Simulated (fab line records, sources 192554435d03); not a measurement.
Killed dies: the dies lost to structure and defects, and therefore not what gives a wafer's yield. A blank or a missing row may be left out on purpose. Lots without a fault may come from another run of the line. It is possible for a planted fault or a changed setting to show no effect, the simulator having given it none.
Chamber matching :: flow n5-finfet :: rie-diel-02 running N5_SDB_STRIP_21: 4 sister chambers
The step strips in CF4. 22 wafers are shown with their chamber, then 11 later ones without.

== WAFERS, EACH WITH ITS CHAMBER ==
wafer: L074.2
chamber: 3
drypump-motor-current-A (A): 5.7
showerhead-plenum-p-Torr (Torr): 1.84
rf-vpp-V (V): 273.0

wafer: L074.3
chamber: 2
drypump-motor-current-A (A): 6.2
showerhead-plenum-p-Torr (Torr): 1.89
rf-vpp-V (V): 274.2

wafer: L074.6
chamber: 0
drypump-motor-current-A (A): 5.8
showerhead-plenum-p-Torr (Torr): 1.72
rf-vpp-V (V): 270.6

wafer: L079.1
chamber: 3
drypump-motor-current-A (A): 5.7
showerhead-plenum-p-Torr (Torr): 1.84
rf-vpp-V (V): 270.5

wafer: L079.2
chamber: 1
drypump-motor-current-A (A): 5.2
showerhead-plenum-p-Torr (Torr): 1.83
rf-vpp-V (V): 271.8

wafer: L079.5
chamber: 3
drypump-motor-current-A (A): 5.7
showerhead-plenum-p-Torr (Torr): 1.84
rf-vpp-V (V): 271.5

wafer: L083.1
chamber: 1
drypump-motor-current-A (A): 5.2
showerhead-plenum-p-Torr (Torr): 1.83
rf-vpp-V (V): 271.6

wafer: L083.3
chamber: 0
drypump-motor-current-A (A): 5.8
showerhead-plenum-p-Torr (Torr): 1.72
rf-vpp-V (V): 269.5

wafer: L083.5
chamber: 2
drypump-motor-current-A (A): 6.2
showerhead-plenum-p-Torr (Torr): 1.89
rf-vpp-V (V): 273.1

wafer: L084.3
chamber: 1
drypump-motor-current-A (A): 5.3
showerhead-plenum-p-Torr (Torr): 1.83
rf-vpp-V (V): 271.6

wafer: L084.4
chamber: 1
drypump-motor-current-A (A): 5.3
showerhead-plenum-p-Torr (Torr): 1.83
rf-vpp-V (V): 271.2

wafer: L084.6
chamber: 0
drypump-motor-current-A (A): 5.8
showerhead-plenum-p-Torr (Torr): 1.72
rf-vpp-V (V): 268.8

wafer: L085.3
chamber: 2
drypump-motor-current-A (A): 6.2
showerhead-plenum-p-Torr (Torr): 1.88
rf-vpp-V (V): 272.8

wafer: L085.5
chamber: 0
drypump-motor-current-A (A): 5.8
showerhead-plenum-p-Torr (Torr): 1.71
rf-vpp-V (V): 269.3

wafer: L085.6
chamber: 2
drypump-motor-current-A (A): 6.2
showerhead-plenum-p-Torr (Torr): 1.88
rf-vpp-V (V): 273.4

wafer: L086.1
chamber: 0
drypump-motor-current-A (A): 5.8
showerhead-plenum-p-Torr (Torr): 1.71
rf-vpp-V (V): 269.9

wafer: L086.3
chamber: 1
drypump-motor-current-A (A): 5.2
showerhead-plenum-p-Torr (Torr): 1.82
rf-vpp-V (V): 272.2

wafer: L086.4
chamber: 3
drypump-motor-current-A (A): 5.7
showerhead-plenum-p-Torr (Torr): 1.84
rf-vpp-V (V): 272.3

wafer: L091.3
chamber: 2
drypump-motor-current-A (A): 6.2
showerhead-plenum-p-Torr (Torr): 1.88
rf-vpp-V (V): 274.6

wafer: L091.5
chamber: 1
drypump-motor-current-A (A): 5.2
showerhead-plenum-p-Torr (Torr): 1.82
rf-vpp-V (V): 271.5

wafer: L091.6
chamber: 2
drypump-motor-current-A (A): 6.2
showerhead-plenum-p-Torr (Torr): 1.88
rf-vpp-V (V): 273.9

wafer: L093.2
chamber: 0
drypump-motor-current-A (A): 5.8
showerhead-plenum-p-Torr (Torr): 1.71
rf-vpp-V (V): 270.0

SIGNATURES (averages over the wafers above)
reading: drypump-motor-current-A
chamber 0: 5.800
chamber 1: 5.233
chamber 2: 6.200
chamber 3: 5.700
scatter within a chamber: 0.0272

reading: showerhead-plenum-p-Torr
chamber 0: 1.7150
chamber 1: 1.8267
chamber 2: 1.8833
chamber 3: 1.8400
scatter within a chamber: 0.00481

reading: rf-vpp-V
chamber 0: 269.683
chamber 1: 271.650
chamber 2: 273.667
chamber 3: 271.825
scatter within a chamber: 0.68
Rule: for each reading, subtract the chamber's mean from the wafer's reading, divide by that reading's scatter and square the result; add these up over the readings and take the root, which gives the wafer's distance from the chamber. The wafer belongs to the nearest chamber; if the next one is less than 2 further off, it can't be placed. The scatter is the square root of a quotient: the sum, over the shown wafers, of each reading's squared deviation from its chamber's mean, divided by wafers minus chambers.

== WAFERS WITHOUT THEIR CHAMBER ==
wafer: L093.4
drypump-motor-current-A (A): 5.2
showerhead-plenum-p-Torr (Torr): 1.82
rf-vpp-V (V): 271.8

wafer: L093.6
drypump-motor-current-A (A): 5.2
showerhead-plenum-p-Torr (Torr): 1.82
rf-vpp-V (V): 272.0

wafer: L092.1
drypump-motor-current-A (A): 5.7
showerhead-plenum-p-Torr (Torr): 1.83
rf-vpp-V (V): 272.0

wafer: L092.2
drypump-motor-current-A (A): 5.2
showerhead-plenum-p-Torr (Torr): 1.82
rf-vpp-V (V): 270.2

wafer: L092.3
drypump-motor-current-A (A): 6.2
showerhead-plenum-p-Torr (Torr): 1.88
rf-vpp-V (V): 273.0

wafer: L094.3
drypump-motor-current-A (A): 5.2
showerhead-plenum-p-Torr (Torr): 1.82
rf-vpp-V (V): 270.9

wafer: L094.5
drypump-motor-current-A (A): 6.2
showerhead-plenum-p-Torr (Torr): 1.88
rf-vpp-V (V): 272.3

wafer: L094.6
drypump-motor-current-A (A): 5.2
showerhead-plenum-p-Torr (Torr): 1.82
rf-vpp-V (V): 271.7

wafer: L097.1
drypump-motor-current-A (A): 5.7
showerhead-plenum-p-Torr (Torr): 1.83
rf-vpp-V (V): 272.3

wafer: L097.3
drypump-motor-current-A (A): 5.3
showerhead-plenum-p-Torr (Torr): 1.82
rf-vpp-V (V): 272.2

wafer: L097.6
drypump-motor-current-A (A): 5.8
showerhead-plenum-p-Torr (Torr): 1.71
rf-vpp-V (V): 269.2

== CHAMBER TAKEN BY EACH ==
wafer: L093.4
from the rows above: 1
in truth: 1

wafer: L093.6
from the rows above: 1
in truth: 1

wafer: L092.1
from the rows above: 3
in truth: 3

wafer: L092.2
from the rows above: 1
in truth: 1

wafer: L092.3
from the rows above: 2
in truth: 2

wafer: L094.3
from the rows above: 1
in truth: 1

wafer: L094.5
from the rows above: 2
in truth: 2

wafer: L094.6
from the rows above: 1
in truth: 1

wafer: L097.1
from the rows above: 3
in truth: 3

wafer: L097.3
from the rows above: 1
in truth: 1

wafer: L097.6
from the rows above: 0
in truth: 0
Placed correctly: 11 of 11. Left unplaced by these rows: 0. Wrongly placed: 0.
